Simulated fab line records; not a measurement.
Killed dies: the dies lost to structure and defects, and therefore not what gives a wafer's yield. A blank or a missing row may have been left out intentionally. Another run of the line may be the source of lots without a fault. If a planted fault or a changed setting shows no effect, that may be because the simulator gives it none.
Which tool is to blame? ; flow nand_harc ; 13 lots, 39 wafers sampled, at 4 steps of a route of 1159

## WHAT THE GAUGES SHOWED, per wafer
NHARC_A_BLC_CD_MEAS_10: the cd target is 100 nm. Usual: cd_nm 99.5 nm, standard deviation 0.88.
lot;measured;on;cd_nm (nm);flag
L623;day 17 11:30;cd_sem-01;99.6 100.1 99.9;
L626;day 17 16:00;cd_sem-01;100.3 99.0 99.2;
L628;day 17 19:05;cd_sem-03;99.6 98.4 98.5;
L627;day 18 14:05;cd_sem-01;99.4 100.9 100.0;
L629;day 19 15:35;cd_sem-03;101.5 102.1 100.3;
L631;day 19 22:28;cd_sem-01;99.6 98.6 98.8;
L636;day 21 05:02;cd_sem-02;98.9 95.0 94.5;OFF
L637;day 21 14:31;cd_sem-02;100.2 98.9 99.3;
L634;day 21 15:16;cd_sem-01;94.0 99.4 93.9;OFF
L641;day 22 12:14;cd_sem-02;100.4 99.9 101.1;
L643;day 22 16:02;cd_sem-03;98.9 98.6 99.1;
L645;day 23 01:36;cd_sem-01;98.6 98.1 99.0;
L646;day 23 15:25;cd_sem-02;98.6 98.4 98.0;

## WHAT TOOL EACH LOT RAN ON (gives the tool, then ch and the chambers of the sampled wafers, and finally the start)
lot;NHARC_A_CONTACT_ETCH_137;NHARC_A_CONTACT_ALD_18;NHARC_A_BLC_EXPOSE_07
L623;har_cap_etch-03 ch 0,1, day 17 04:45;ald_metal-02 ch 0,3, day 17 06:38;arfi_scanner-03 ch 0, day 17 11:22
L626;har_cap_etch-03 ch 0,1, day 17 09:22;ald_metal-03 ch 0,1,2, day 17 11:30;arfi_scanner-02 ch 0, day 17 15:52
L628;har_cap_etch-01 ch 0,1, day 17 14:56;ald_metal-04 ch 1,2, day 17 17:05;arfi_scanner-01 ch 0, day 17 18:56
L627;har_cap_etch-03 ch 0,1, day 18 10:19;ald_metal-04 ch 2,3, day 18 12:06;arfi_scanner-02 ch 0, day 18 13:57
L629;har_cap_etch-03 ch 0,1, day 19 04:53;ald_metal-02 ch 0,1,3, day 19 06:48;arfi_scanner-01 ch 0, day 19 15:28
L631;har_cap_etch-02 ch 0,1, day 19 11:08;ald_metal-04 ch 0,1,2, day 19 13:25;arfi_scanner-01 ch 0, day 19 22:20
L636;har_cap_etch-03 ch 0,1, day 20 19:23;ald_metal-02 ch 1,2,3, day 20 21:36;arfi_scanner-01 ch 0, day 21 04:53
L637;har_cap_etch-03 ch 0,1, day 20 22:11;ald_metal-04 ch 1,2,3, day 20 23:59;arfi_scanner-03 ch 0, day 21 14:23
L634;har_cap_etch-02 ch 0,1, day 20 23:19;ald_metal-02 ch 0,2,3, day 21 01:08;arfi_scanner-01 ch 0, day 21 15:07
L641;har_cap_etch-01 ch 0,1, day 21 21:56;ald_metal-02 ch 1,2,3, day 21 23:46;arfi_scanner-03 ch 0, day 22 12:05
L643;har_cap_etch-03 ch 0,1, day 22 06:53;ald_metal-02 ch 2,3, day 22 08:47;arfi_scanner-02 ch 0, day 22 15:53
L645;har_cap_etch-02 ch 0,1, day 22 19:47;ald_metal-03 ch 0,1,3, day 22 22:11;arfi_scanner-02 ch 0, day 23 01:28
L646;har_cap_etch-03 ch 0,1, day 23 08:03;ald_metal-04 ch 0,1,3, day 23 10:01;arfi_scanner-03 ch 0, day 23 15:17
- NHARC_A_CONTACT_ETCH_137: etches the open film in C4F8/O2/Ar, time 132 s, target depth 1287 nm.
- NHARC_A_CONTACT_ALD_18: deposits TiN, target thk 3 nm, pulse time 1 s, ald cycles 150.
- NHARC_A_BLC_EXPOSE_07: exposes mask A BLC, target cd 100 nm.

## AS READ BY THE TOOLS THEMSELVES (means over the sampled wafers that have a number; for cases with no such wafer, the mark the record gives instead)
NHARC_A_CONTACT_ALD_18. Usual: heater_power_w 1035 W, standard deviation 100; precursor_pulse_height_rel 1.000, standard deviation 0.018.
lot;tool;heater_power_w (W);precursor_pulse_height_rel;flag
L623;ald_metal-02;1030;0.996;
L626;ald_metal-03;1084;1.004;
L628;ald_metal-04;1071;0.991;
L627;ald_metal-04;943;1.009;
L629;ald_metal-02;975;1.005;
L631;ald_metal-04;1102;1.007;
L636;ald_metal-02;989;1.001;
L637;ald_metal-04;970;0.990;
L634;ald_metal-02;1047;1.007;
L641;ald_metal-02;980;0.979;
L643;ald_metal-02;1036;0.997;
L645;ald_metal-03;1042;1.013;
L646;ald_metal-04;1058;0.996;

## THE ANSWER, worked out from the rows above alone
Rule: a lot counts as off when the mean over its wafers that have a number is more than 3 standard deviations away from the usual mean. A lot without any number at a reading at which 4 lots or more have one is off too. Where the step has rows for the other lots, those lots are counted as sound. After the gauges, taken in route order, come the tools' own readings; for these a lot's mean is taken, as printed above. The first step at which some lot is off is used, and at that step the reading that is off furthest; a lot without a number counts as furthest.
Off: L636, L634 (NHARC_A_BLC_CD_MEAS_10, cd_nm).
A tool fits if, at a process step before that reading, it ran every lot that is off, and no sound lot after the first of them. Gauges at NHARC_A_BLC_CD_MEAS_10: tried the same way as those tools. One fits: arfi_scanner-01 at NHARC_A_BLC_EXPOSE_07. A fault onset in the window from L631 (day 19 22:20, its last sound lot) to L636 (day 21 04:53, its first lot off) fits.

## WHAT THE SIMULATOR HAD INSERTED
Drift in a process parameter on arfi_scanner-01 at NHARC_A_BLC_EXPOSE_07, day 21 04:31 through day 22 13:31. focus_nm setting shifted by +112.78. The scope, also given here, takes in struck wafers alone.
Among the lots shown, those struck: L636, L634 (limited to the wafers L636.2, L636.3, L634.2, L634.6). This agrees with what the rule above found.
